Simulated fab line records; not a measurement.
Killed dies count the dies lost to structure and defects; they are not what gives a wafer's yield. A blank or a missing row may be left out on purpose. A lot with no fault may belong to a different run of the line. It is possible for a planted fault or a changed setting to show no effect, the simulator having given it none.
What tool caused it?	flow n5Finfet	24 lots, 72 wafers sampled, at 6 steps of a route of 1938

== WHAT THE GAUGES READ, wafer by wafer ==
N5_BEOL_M0_SAQP_CD_MEAS_29: target cd 14.4 nm.
lot	measured	on	cdNm (nm)
L074	day 5 18:10	cdSem-02	14.95 14.95 15.05
L076	day 7 04:21	cdSem-01	15.61 15.19 15.06
L075	day 7 04:32	cdSem-01	15.07 15.08 14.97
L077	day 7 04:58	cdSem-02	14.88 15.23 15.26
L078	day 7 05:05	cdSem-01	15.26 14.66 14.75
L079	day 7 14:08	cdSem-03	14.98 15.18 15.15
L080	day 7 16:46	cdSem-03	15.15 15.22 14.99
L081	day 7 19:40	cdSem-03	15.13 14.85 15.08
L082	day 8 01:46	cdSem-01	14.85 15.14 15.02
L083	day 8 06:41	cdSem-03	14.64 14.49 14.80
L084	day 8 19:40	cdSem-02	15.10 14.93 15.10
L085	day 8 23:08	cdSem-01	15.48 15.34 14.95
L086	day 9 06:31	cdSem-03	15.07 15.41 14.85
L087	day 9 10:29	cdSem-02	14.67 14.84 15.05
L088	day 9 12:59	cdSem-03	15.00 14.90 14.91
L089	day 9 23:21	cdSem-02	15.05 15.00 14.94
L090	day 10 01:08	cdSem-01	14.89 15.17 15.32
L091	day 10 09:08	cdSem-03	15.11 14.80 14.99
L092	day 10 12:42	cdSem-02	14.92 14.83 15.13
L093	day 10 22:19	cdSem-01	15.28 14.84 15.20
L095	day 11 07:55	cdSem-03	15.41 15.04 15.24
L097	day 11 10:31	cdSem-02	15.17 14.53 14.88
L096	day 11 13:49	cdSem-01	14.68 15.00 15.18
L094	day 11 18:20	cdSem-02	15.24 15.09 15.05

N5_BEOL_M0_INSPECT_127: inspects for defects (darkfield).
lot	measured	on	rawDefectCount
L074	day 6 06:14	defectInspect-02	101 72 64
L076	day 7 12:19	defectInspect-02	63 38 65
L075	day 7 14:17	defectInspect-01	132 91 97
L077	day 7 13:38	defectInspect-02	88 103 79
L078	day 7 13:01	defectInspect-02	74 52 52
L079	day 7 21:21	defectInspect-02	65 33 46
L080	day 8 00:17	defectInspect-01	27 37 60
L081	day 8 04:50	defectInspect-01	44 60 71
L082	day 8 07:54	defectInspect-02	52 43 92
L083	day 8 15:02	defectInspect-02	48 76 80
L084	day 9 03:46	defectInspect-01	92 80 58
L085	day 9 07:48	defectInspect-02	72 68 73
L086	day 9 16:52	defectInspect-02	60 69 65
L087	day 9 17:34	defectInspect-01	68 75 60
L088	day 10 00:40	defectInspect-02	89 78 60
L089	day 10 06:13	defectInspect-01	36 82 46
L090	day 10 10:13	defectInspect-01	80 97 151
L091	day 10 15:56	defectInspect-02	76 75 62
L092	day 10 22:41	defectInspect-01	63 73 65
L093	day 11 07:27	defectInspect-02	54 43 60
L095	day 11 19:36	defectInspect-02	44 94 39
L097	day 11 19:47	defectInspect-02	104 131 138
L096	day 11 21:02	defectInspect-01	50 66 65
L094	day 12 05:30	defectInspect-01	40 46 124

== TOOL THAT RAN EACH LOT (tool first, then ch and the chambers of the sampled wafers, then the start) ==
lot	N5_BEOL_M0_SAQP_ETCH_84	N5_BEOL_M0_SAQP_MANDREL1_REMOVE_100	N5_BEOL_M0_SAQP_ETCH_106	N5_BEOL_M0_ANNEAL_135
L074	rieDiel-03 ch 1,3, day 5 14:28	rieSi-05 ch 1,2,3, day 5 15:52	rieDiel-06 ch 2,3, day 5 17:01	pvdSputter-03, day 6 05:04
L076	rieDiel-06 ch 0,1, day 7 00:53	rieSi-04 ch 0,2, day 7 02:22	rieDiel-03 ch 2,3, day 7 03:18	pvdSputter-03, day 7 11:10
L075	rieDiel-01 ch 2,3, day 7 01:03	rieSi-05 ch 1,2,3, day 7 02:40	rieDiel-03 ch 1,2, day 7 03:29	pvdSputter-01, day 7 13:09
L077	rieDiel-03 ch 1,3, day 7 01:15	rieSi-04 ch 0,3, day 7 02:50	rieDiel-01 ch 1,2,3, day 7 03:43	pvdSputter-01, day 7 12:31
L078	rieDiel-06 ch 0,2,3, day 7 01:24	rieSi-06 ch 1,2,3, day 7 03:04	rieDiel-01 ch 0,1,3, day 7 04:02	pvdSputter-03, day 7 11:50
L079	rieDiel-03 ch 1,2,3, day 7 09:53	rieSi-04 ch 0,1,2, day 7 11:51	rieDiel-01 ch 1,2, day 7 13:02	pvdSputter-01, day 7 20:14
L080	rieDiel-03 ch 1,2, day 7 11:38	rieSi-05 ch 1,2,3, day 7 13:16	rieDiel-01 ch 0,1,2, day 7 14:05	pvdSputter-03, day 7 22:40
L081	rieDiel-06 ch 0,2,3, day 7 16:13	rieSi-04 ch 0,1,3, day 7 17:38	rieDiel-01 ch 0,1,2, day 7 18:32	pvdSputter-02, day 8 03:36
L082	rieDiel-06 ch 0,2,3, day 7 22:32	rieSi-06 ch 0,1,3, day 7 23:53	rieDiel-01 ch 0,1,2, day 8 00:43	pvdSputter-03, day 8 06:46
L083	rieDiel-01 ch 1,2, day 8 03:19	rieSi-04 ch 0,1,2, day 8 04:44	rieDiel-06 ch 0,1,2, day 8 05:37	pvdSputter-01, day 8 13:52
L084	rieDiel-03 ch 0,2, day 8 15:06	rieSi-05 ch 0,1,2, day 8 17:35	rieDiel-06 ch 1,2, day 8 18:24	pvdSputter-02, day 9 02:38
L085	rieDiel-01 ch 2,3, day 8 18:52	rieSi-05 ch 0,1,3, day 8 20:35	rieDiel-06 ch 1,2,3, day 8 21:44	pvdSputter-01, day 9 06:26
L086	rieDiel-06 ch 0,1,2, day 9 02:49	rieSi-04 ch 0,1, day 9 04:31	rieDiel-06 ch 0,3, day 9 05:25	pvdSputter-02, day 9 14:34
L087	rieDiel-03 ch 2,3, day 9 06:28	rieSi-04 ch 1,2, day 9 08:34	rieDiel-01 ch 0,1,2, day 9 09:26	pvdSputter-01, day 9 15:50
L088	rieDiel-06 ch 2,3, day 9 09:37	rieSi-05 ch 2,3, day 9 11:07	rieDiel-01 ch 1,2,3, day 9 11:56	pvdSputter-03, day 9 22:25
L089	rieDiel-03 ch 0,2,3, day 9 19:10	rieSi-06 ch 0,1, day 9 20:32	rieDiel-06 ch 0,2,3, day 9 21:45	pvdSputter-01, day 10 05:06
L090	rieDiel-01 ch 1,2,3, day 9 21:28	rieSi-05 ch 0,1,3, day 9 23:16	rieDiel-01 ch 0,1,2, day 10 00:05	pvdSputter-01, day 10 09:06
L091	rieDiel-03 ch 0,2,3, day 10 04:46	rieSi-05 ch 0,2,3, day 10 06:57	rieDiel-03 ch 0,2,3, day 10 08:03	pvdSputter-01, day 10 14:41
L092	rieDiel-03 ch 0,1,2, day 10 07:53	rieSi-05 ch 0,1,3, day 10 10:08	rieDiel-03 ch 0,1,3, day 10 10:57	pvdSputter-02, day 10 21:34
L093	rieDiel-01 ch 0,3, day 10 19:05	rieSi-06 ch 0,1,3, day 10 20:27	rieDiel-06 ch 0,2,3, day 10 21:16	pvdSputter-03, day 11 06:13
L095	rieDiel-01 ch 1,2, day 11 02:58	rieSi-05 ch 0,1,2, day 11 04:20	rieDiel-06 ch 0,2, day 11 06:37	pvdSputter-02, day 11 18:29
L097	rieDiel-01 ch 1,3, day 11 07:08	rieSi-06 ch 0,1, day 11 08:32	rieDiel-03 ch 0,1,3, day 11 09:22	pvdSputter-03, day 11 18:30
L096	rieDiel-03 ch 1,2,3, day 11 10:02	rieSi-04 ch 0,2, day 11 11:34	rieDiel-03 ch 0,1, day 11 12:46	pvdSputter-03, day 11 19:55
L094	rieDiel-01 ch 0,1,3, day 11 12:47	rieSi-04 ch 0,1,2, day 11 14:09	rieDiel-03 ch 0,1,2, day 11 16:05	pvdSputter-01, day 12 04:10
- N5_BEOL_M0_SAQP_ETCH_84: etches SOC in N2/H2, target depth 100 nm, overetch 20 nm, time 150 s.
- N5_BEOL_M0_SAQP_MANDREL1_REMOVE_100: chemistry HBr/Cl2/O2, target a-Si, stops on SiNx, bt time 10 s.
- N5_BEOL_M0_SAQP_ETCH_106: etches SOC in N2/H2, stops on SiNx, target depth 150 nm.
- N5_BEOL_M0_ANNEAL_135: time 60 s.

== AS READ BY THE TOOLS THEMSELVES (means over the sampled wafers that have a number; for cases with no such wafer, the mark the record gives instead) ==
N5_BEOL_M0_SAQP_ETCH_84.
lot	tool	drypumpMotorCurrentA (A)	n2FlowSccm (sccm)	oesProductAu (a.u.)	rfVppV (V)	showerheadPlenumPTorr (Torr)	throttleValvePct (%)
L074	rieDiel-03	5.6	200.2	0.78	523.8	2.55	17.74
L076	rieDiel-06	6.0	200.5	0.63	525.9	2.62	18.12
L075	rieDiel-01	6.3	199.7	0.77	526.6	2.64	18.08
L077	rieDiel-03	5.9	199.8	0.72	522.6	2.49	17.67
L078	rieDiel-06	6.0	199.8	0.70	523.9	2.55	18.05
L079	rieDiel-03	5.5	200.5	0.73	523.1	2.56	17.76
L080	rieDiel-03	5.8	199.8	0.67	522.4	2.51	17.68
L081	rieDiel-06	6.0	200.4	0.70	523.2	2.55	18.06
L082	rieDiel-06	6.0	199.7	0.70	524.2	2.55	18.06
L083	rieDiel-01	6.4	199.6	0.78	527.1	2.66	17.97
L084	rieDiel-03	5.3	200.6	0.66	524.0	2.56	17.96
L085	rieDiel-01	6.3	200.0	0.82	526.6	2.64	17.96
L086	rieDiel-06	6.0	200.1	0.65	524.2	2.56	18.05
L087	rieDiel-03	5.1	199.3	0.72	526.1	2.63	17.87
L088	rieDiel-06	6.0	199.4	0.71	522.9	2.49	17.98
L089	rieDiel-03	5.3	200.4	0.70	524.8	2.58	17.93
L090	rieDiel-01	6.3	200.1	0.76	525.3	2.58	17.91
L091	rieDiel-03	5.3	200.6	0.70	525.2	2.58	17.94
L092	rieDiel-03	5.6	200.0	0.66	523.3	2.53	17.85
L093	rieDiel-01	6.2	200.2	0.78	523.2	2.47	17.92
L095	rieDiel-01	6.3	199.5	0.70	525.3	2.59	17.94
L097	rieDiel-01	6.2	199.5	0.71	523.1	2.52	17.84
L096	rieDiel-03	5.5	200.7	0.70	524.8	2.55	17.81
L094	rieDiel-01	6.3	200.1	0.73	523.1	2.49	17.95

N5_BEOL_M0_SAQP_MANDREL1_REMOVE_100.
lot	tool	drypumpMotorCurrentA (A)	oesProductAu (a.u.)	throttleValvePct (%)
L074	rieSi-05	5.4	0.999	36.79
L076	rieSi-04	6.0	1.007	37.01
L075	rieSi-05	5.4	1.000	36.79
L077	rieSi-04	6.2	1.015	36.93
L078	rieSi-06	5.5	1.006	36.59
L079	rieSi-04	6.1	0.990	36.92
L080	rieSi-05	5.4	0.994	36.79
L081	rieSi-04	6.2	1.001	36.91
L082	rieSi-06	5.7	1.003	36.56
L083	rieSi-04	6.1	0.987	36.91
L084	rieSi-05	5.6	1.006	36.94
L085	rieSi-05	5.5	0.995	36.67
L086	rieSi-04	6.1	1.003	36.99
L087	rieSi-04	6.0	0.987	36.86
L088	rieSi-05	5.6	1.011	36.90
L089	rieSi-06	5.8	1.008	36.53
L090	rieSi-05	5.6	0.994	36.67
L091	rieSi-05	5.7	1.021	36.76
L092	rieSi-05	5.6	0.997	36.67
L093	rieSi-06	5.7	1.012	36.57
L095	rieSi-05	5.6	1.014	36.94
L097	rieSi-06	5.7	1.008	36.51
L096	rieSi-04	6.0	0.998	37.02
L094	rieSi-04	6.1	0.997	36.92

N5_BEOL_M0_SAQP_ETCH_106.
lot	tool	drypumpMotorCurrentA (A)	n2FlowSccm (sccm)	oesProductAu (a.u.)	rfVppV (V)	showerheadPlenumPTorr (Torr)	throttleValvePct (%)
L074	rieDiel-06	5.6	200.0	0.83	240.7	2.54	18.00
L076	rieDiel-03	5.1	199.8	0.82	242.8	2.63	17.82
L075	rieDiel-03	5.4	199.4	0.76	240.7	2.58	17.73
L077	rieDiel-01	6.2	199.7	0.79	240.7	2.59	18.00
L078	rieDiel-01	6.3	200.6	0.75	240.3	2.50	18.02
L079	rieDiel-01	6.3	200.1	0.82	241.2	2.61	17.86
L080	rieDiel-01	6.5	200.2	0.83	241.9	2.58	17.96
L081	rieDiel-01	6.4	200.1	0.82	241.5	2.58	17.97
L082	rieDiel-01	6.4	199.6	0.82	241.0	2.57	17.96
L083	rieDiel-06	6.0	200.1	0.72	241.4	2.56	18.02
L084	rieDiel-06	6.0	199.8	0.74	239.7	2.50	17.94
L085	rieDiel-06	5.6	199.7	0.76	240.3	2.54	17.99
L086	rieDiel-06	6.0	199.7	0.74	242.0	2.61	18.17
L087	rieDiel-01	6.4	200.7	0.81	241.1	2.57	18.00
L088	rieDiel-01	6.2	200.0	0.85	241.6	2.58	17.88
L089	rieDiel-06	6.0	200.7	0.76	242.1	2.55	18.08
L090	rieDiel-01	6.4	199.6	0.80	240.5	2.57	18.00
L091	rieDiel-03	5.3	199.4	0.77	240.9	2.58	17.93
L092	rieDiel-03	5.7	199.6	0.76	240.1	2.51	17.85
L093	rieDiel-06	6.0	200.3	0.75	240.4	2.54	18.09
L095	rieDiel-06	6.4	200.1	0.71	241.0	2.55	18.13
L097	rieDiel-03	5.7	200.1	0.75	239.8	2.51	17.85
L096	rieDiel-03	5.8	199.8	0.71	239.6	2.48	17.92
L094	rieDiel-03	5.6	200.2	0.72	240.8	2.53	17.86

N5_BEOL_M0_ANNEAL_135.
lot	tool	heaterPowerW (W)	susceptor_temp_C_max
L074	pvdSputter-03	795	400.9
L076	pvdSputter-03	794	401.0
L075	pvdSputter-01	822	401.2
L077	pvdSputter-01	868	401.4
L078	pvdSputter-03	851	401.3
L079	pvdSputter-01	794	401.4
L080	pvdSputter-03	837	401.1
L081	pvdSputter-02	838	401.0
L082	pvdSputter-03	780	401.5
L083	pvdSputter-01	895	401.0
L084	pvdSputter-02	807	401.0
L085	pvdSputter-01	821	401.1
L086	pvdSputter-02	825	401.2
L087	pvdSputter-01	926	400.9
L088	pvdSputter-03	800	401.3
L089	pvdSputter-01	830	401.2
L090	pvdSputter-01	862	401.6
L091	pvdSputter-01	848	400.9
L092	pvdSputter-02	816	401.0
L093	pvdSputter-03	845	401.0
L095	pvdSputter-02	844	400.9
L097	pvdSputter-03	898	400.7
L096	pvdSputter-03	850	401.0
L094	pvdSputter-01	860	401.1

== THE ANSWER, worked out from the rows above alone ==
Rule: usual is defined by the lots themselves. Put in order of their means at a reading, lots are off if they are a third of the lots or fewer, leave a main group of 4 or more, and stand apart from it by a gap of 3 or more times the standard deviation of the main group's means; of several such gaps the widest counts. A main group is skipped when, at the precision printed for the reading in the tables above, its means are all equal. A lot without any number at a reading at which 4 lots or more have one is off too. Where the step has rows for the other lots, those lots are counted as sound. Order of review: gauges by route order, followed by the tools' own readings, for which a lot's mean as printed above is used. At the first step where some lot is off, the reading lying furthest off is the one used; lots without a number count as furthest.
None of the lots is off at any reading shown; this tells nothing.

== WHAT THE SIMULATOR HAD PUT IN ==
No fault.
